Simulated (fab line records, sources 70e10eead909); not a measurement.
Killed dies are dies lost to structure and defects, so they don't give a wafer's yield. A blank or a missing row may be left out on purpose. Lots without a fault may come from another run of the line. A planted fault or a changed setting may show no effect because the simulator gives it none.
A struck lot beside a sound one | flow nand_harc | 14 steps out of a route of 1302
Sound: wafers L819.3, L819.4, L819.6. Struck: wafers L828.2, L828.4, L828.6. The cause comes at the end.
At each step with rows: each side's tool, then ch and its chambers, then its first start. Under that, the readings that differ: sound wafers | struck wafers | difference of the means | sigmas: that difference in standard deviations of wafers without a fault.
alike: readings whose means differ by less than 2 such deviations, and words and numbers that are the same on both sides. not compared: withheld readings, readings that some wafer has no value for, bounds like >300 that may hide the same value, and numbers for which the record gives no deviation and whose values overlap.
The two part at a step that has a row with sigmas, a row that says differs or no value, or rows on one side only. Numbers that don't overlap but have no deviation are shown without sigmas and don't part them. A reading that every wafer of one side lacks parts them only if that side has two wafers or more.

first, 4 steps without rows for these wafers: NHARC_P_GATE_EBR_07; NHARC_P_GATE_EXPOSE_08 (exposes mask P HV); NHARC_P_GATE_PEB_09 (peb time 85 s); NHARC_P_GATE_DEVELOP_10 (time 70 s).
NHARC_P_GATE_CD_MEAS_11: target cd 1640 nm.
  sound on cd_sem-02 ch 0, day 4 21:23; struck on cd_sem-03 ch 0, day 8 14:16
  alike: cd_nm
then, 1 step without rows for these wafers: NHARC_P_GATE_HARDBAKE_12 (time 80 s).
NHARC_P_GATE_DESCUM_13: chemistry O2, time 3 s.
  sound on rie_diel-09 ch 0,2,3, day 4 21:32; struck on rie_diel-09 ch 1,2, day 8 14:26
  reading                | sound                | struck               | difference | sigmas
  throttle_valve_pct (%) | 11.289 11.308 11.308 | 11.313 11.322 11.320 | +0.017     | +2
  alike: drypump_motor_current_A, oes_product_au, rf_vpp_V, showerhead_plenum_p_Torr
  not compared: rf_hours_counter_h
then, 5 steps without rows for these wafers: NHARC_P_GATE_ETCH_14 (etches SiO2 in dHF, target depth 48.8 nm); NHARC_P_GATE_STRIP_15 (strips in SPM, time 780 s); NHARC_P_GATE_PRECLEAN_71 (cleans in SC1); NHARC_P_GATE_SRD_72; NHARC_P_GATE_OXIDE_16 (material SiO2, target thk 3 nm, ox time 392 s).
NHARC_P_GATE_CVD_17: deposits poly-Si, target thk 150 nm, time 900 s.
  sound on lpcvd_poly-02 ch 0, day 5 07:27; struck on lpcvd_poly-04 ch 0, day 9 02:51
NHARC_P_GATE_HM_DEP_102: deposits aC, target thk 120 nm.
  sound on acl_dep-01 ch 0, day 5 11:49; struck on acl_dep-02 ch 0, day 9 05:55
  alike: throttle_valve_pct

WHERE THEY PART
Only at NHARC_P_GATE_DESCUM_13, within this record. Later steps at which nothing parts them and some readings are alike: NHARC_P_GATE_HM_DEP_102.

WHY: what the simulator had put in
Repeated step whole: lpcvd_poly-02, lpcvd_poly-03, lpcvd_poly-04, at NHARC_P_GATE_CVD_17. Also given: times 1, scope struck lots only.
